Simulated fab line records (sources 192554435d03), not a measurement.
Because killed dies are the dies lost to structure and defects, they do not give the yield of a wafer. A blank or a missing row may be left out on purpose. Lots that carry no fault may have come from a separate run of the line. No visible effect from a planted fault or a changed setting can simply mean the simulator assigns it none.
Problem report, 8D (eight disciplines) form, completed by code -- flow n5Finfet -- the parts of the form that need people (team, actions taken, sign-off) are left out

1. THE ISSUE
Wafers without a fault read 237 s, standard deviation 5.2; etchRfOnTimeS at N5_PASSIVATION_VIA_ETCH_13 reads a mean of 308 s on 2 wafers belonging to 2 lots. That puts it +14 standard deviations away from the usual mean.
The step: etches SiO2 in CHF3/O2, target depth 660 nm, time 330 s.
Earliest sighting: wafer L268.2 on rieDiel-02 at day 16 10:38. At this step, 18 wafers from 6 lots have a number in the record. Rule for "out", or "out of limits": more than 4 standard deviations from the usual mean. All remaining wafers that have a number are taken as sound.

2. WHAT IT IS; WHAT IT IS NOT
question,is,is not
which readings at this step,etchRfOnTimeS,"biasW, drypumpMotorCurrentA, oesProductAu, rfVppV, showerheadPlenumPTorr, throttleValvePct"
which lots,"L268, L269","L257, L262, L275, L276"
which wafers of those lots,"L268.2, L269.6","L268.1, L268.4, L269.2, L269.3"
read on which tools,rieDiel-02,rieDiel-05
when,from day 16 10:38,"up to then (8 sound wafers); but 8 sound wafers of L269, L275, L276 came after"

3. SUSPECTS, AND WHAT RULES EACH OUT
Counting: any tool at a process step up to the reading remains a suspect provided it ran every lot that is out. Sound lots after the first of them don't rule it out here, since some wafers of a struck lot are sound.
- rieDiel-02 at N5_PASSIVATION_DESCUM_12 (chemistry O2, time 7.9 s): kept. Ran every lot that is out, first one L268 (day 16 10:29); last sound lot up to then L257 (day 13 15:08).
- rieDiel-02 at N5_PASSIVATION_PASS_ETCH_74 (etches SiNx in CF4/O2, target depth 220 nm, time 110 s): kept. Ran every lot that is out, first one L268 (day 16 10:33); last sound lot up to then L257 (day 13 15:12).
- rieDiel-02 at N5_PASSIVATION_VIA_ETCH_13 (etches SiO2 in CHF3/O2, target depth 660 nm, time 330 s): kept. Ran every lot that is out, first one L268 (day 16 10:38); last sound lot up to then L257 (day 13 15:18). Its own etchRfOnTimeS readings are out on those wafers.
- In rieDiel-02 at N5_PASSIVATION_DESCUM_12, the wafers that are out were processed in chamber 1 and their sound lot-mates in chambers 0, 2, 3.
- In rieDiel-02 at N5_PASSIVATION_PASS_ETCH_74, the wafers that are out were processed in chamber 1 and their sound lot-mates in chambers 0, 2, 3.
- In rieDiel-02 at N5_PASSIVATION_VIA_ETCH_13, the wafers that are out were processed in chamber 1 and their sound lot-mates in chambers 0, 2, 3.
After the count, these remain: rieDiel-02 at N5_PASSIVATION_DESCUM_12, rieDiel-02 at N5_PASSIVATION_PASS_ETCH_74 and rieDiel-02 at N5_PASSIVATION_VIA_ETCH_13.

4. THE CAUSE (what the simulator had put in)
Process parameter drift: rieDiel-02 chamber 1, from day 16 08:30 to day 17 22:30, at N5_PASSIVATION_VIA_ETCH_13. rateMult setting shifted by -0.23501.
Counting left 3 suspects, and this tool is among them.

5. SEQUENCE OF EFFECTS, ordered by route
One row per reading whose mean, taken over the struck wafers that have a number, lies over 3 standard deviations from the usual. Only readings for which the record gives a usual standard deviation are gone through. hours: the time from each lot's start at the first step in this table that gives one to its start at this step, as a median over the lots. sigmas: the change in usual standard deviations.
hours,step,reading,usual,on struck wafers,change,sigmas
0,N5_PASSIVATION_VIA_ETCH_13,etchRfOnTimeS,237 s,308,+71,+14
Process steps it contains:
- N5_PASSIVATION_VIA_ETCH_13: etches SiO2 in CHF3/O2, target depth 660 nm, time 330 s.

6. WHAT WOULD HAVE CAUGHT IT SOONER
In this record the first reading out of limits was taken at day 16 10:38, 2 hours after the fault began at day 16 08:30.
